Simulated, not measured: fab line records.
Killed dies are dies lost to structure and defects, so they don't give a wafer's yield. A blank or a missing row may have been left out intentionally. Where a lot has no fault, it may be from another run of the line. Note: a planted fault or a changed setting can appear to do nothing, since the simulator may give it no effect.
Chamber matching :: flow n5-finfet :: N5_BEOL_M10_PECVD_70 on pecvd-01 has 3 sister chambers
The step deposits SiO2 from TEOS/O2, target thk 20 nm, time 22.7 s. 3 wafers are shown with their chamber, then 12 later ones without.

== EACH WAFER AND ITS CHAMBER ==
wafer: L089.6
chamber: 2
throttle-valve-pct (%): 21.5

wafer: L090.3
chamber: 0
throttle-valve-pct (%): 22.1

wafer: L090.5
chamber: 1
throttle-valve-pct (%): 21.6

== WAFERS WHOSE CHAMBER IS MISSING ==
wafer: L092.2
throttle-valve-pct (%): 21.6

wafer: L092.4
throttle-valve-pct (%): 21.8

wafer: L092.5
throttle-valve-pct (%): 21.7

wafer: L093.2
throttle-valve-pct (%): 22.0

wafer: L093.3
throttle-valve-pct (%): 21.9

wafer: L093.6
throttle-valve-pct (%): 21.9

wafer: L097.1
throttle-valve-pct (%): 21.8

wafer: L097.2
throttle-valve-pct (%): 22.2

wafer: L097.3
throttle-valve-pct (%): 21.7

wafer: L097.4
throttle-valve-pct (%): 22.2

wafer: L097.5
throttle-valve-pct (%): 21.6

wafer: L097.6
throttle-valve-pct (%): 21.9

== CHAMBER TAKEN BY EACH ==
wafer: L092.2
from the rows above: can't be placed: 1 or 2
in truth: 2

wafer: L092.4
from the rows above: can't be placed: 1 or 0 or 2
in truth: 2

wafer: L092.5
from the rows above: can't be placed: 1 or 2
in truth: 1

wafer: L093.2
from the rows above: 0
in truth: 0

wafer: L093.3
from the rows above: can't be placed: 0 or 1 or 2
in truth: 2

wafer: L093.6
from the rows above: can't be placed: 0 or 1 or 2
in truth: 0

wafer: L097.1
from the rows above: can't be placed: 1 or 0 or 2
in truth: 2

wafer: L097.2
from the rows above: 0
in truth: 0

wafer: L097.3
from the rows above: can't be placed: 1 or 2
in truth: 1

wafer: L097.4
from the rows above: 0
in truth: 0

wafer: L097.5
from the rows above: can't be placed: 1 or 2
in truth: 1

wafer: L097.6
from the rows above: can't be placed: 0 or 1 or 2
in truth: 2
Correctly placed: 3 of 12. Can't be placed from these rows: 9 (the true chamber is among the candidates in 9). Placed wrongly: 0.
How it was worked out, from the rows above alone: a wafer's distance from a chamber is the root of the sum, over the readings, of the square of ((its reading less the chamber's mean) divided by the reading's scatter). If the next closest chamber is less than 2 further off than the closest, the wafer can't be placed; otherwise it belongs to the closest. Each chamber's mean is taken over the wafers shown for it. The scatter (one wafer shown for each chamber): square how far every hidden wafer sits from the nearest shown wafer, average those squares and take the square root.
